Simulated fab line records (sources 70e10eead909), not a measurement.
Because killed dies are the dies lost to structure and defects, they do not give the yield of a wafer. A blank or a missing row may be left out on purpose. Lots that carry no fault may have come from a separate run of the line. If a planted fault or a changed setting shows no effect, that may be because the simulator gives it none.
Matching of chambers	flow nand_harc	pecvd-04 running NHARC_A_STAIRCASE_DEP_325: 3 sister chambers
The step deposits SiO2, target thk 3800 nm. 3 wafers are shown with their chamber, then 7 later ones without.

== EACH WAFER AND ITS CHAMBER ==
wafer	chamber	heater_power_outer_w (W)
L082.3	1	534
L081.5	0	349
L087.4	2	370

== WAFERS WHOSE CHAMBER IS MISSING ==
wafer	heater_power_outer_w (W)
L087.5	428
L091.1	416
L091.2	441
L091.6	420
L094.2	490
L094.3	369
L094.4	313

== WHICH CHAMBER EACH ONE RAN IN ==
wafer	from the rows above	in truth
L087.5	can't be placed: 2 or 0 or 1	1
L091.1	can't be placed: 2 or 0 or 1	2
L091.2	can't be placed: 2 or 0 or 1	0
L091.6	can't be placed: 2 or 0 or 1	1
L094.2	can't be placed: 1 or 2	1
L094.3	can't be placed: 2 or 0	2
L094.4	can't be placed: 0 or 2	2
Correctly placed: 0 of 7. Can't be placed from these rows: 7 (the true chamber is among the candidates in 7). Placed wrongly: 0.
How it was worked out, from the rows above alone: a wafer's distance from a chamber is the root of the sum, over the readings, of the square of ((its reading less the chamber's mean) divided by the reading's scatter). The wafer belongs to the nearest chamber; if the next one is less than 2 further off, it can't be placed. For every chamber, the mean is computed from those of its wafers that are shown. The scatter: with one shown wafer a chamber, the root of the mean of the squares of how far each hidden wafer lies from its nearest shown one.
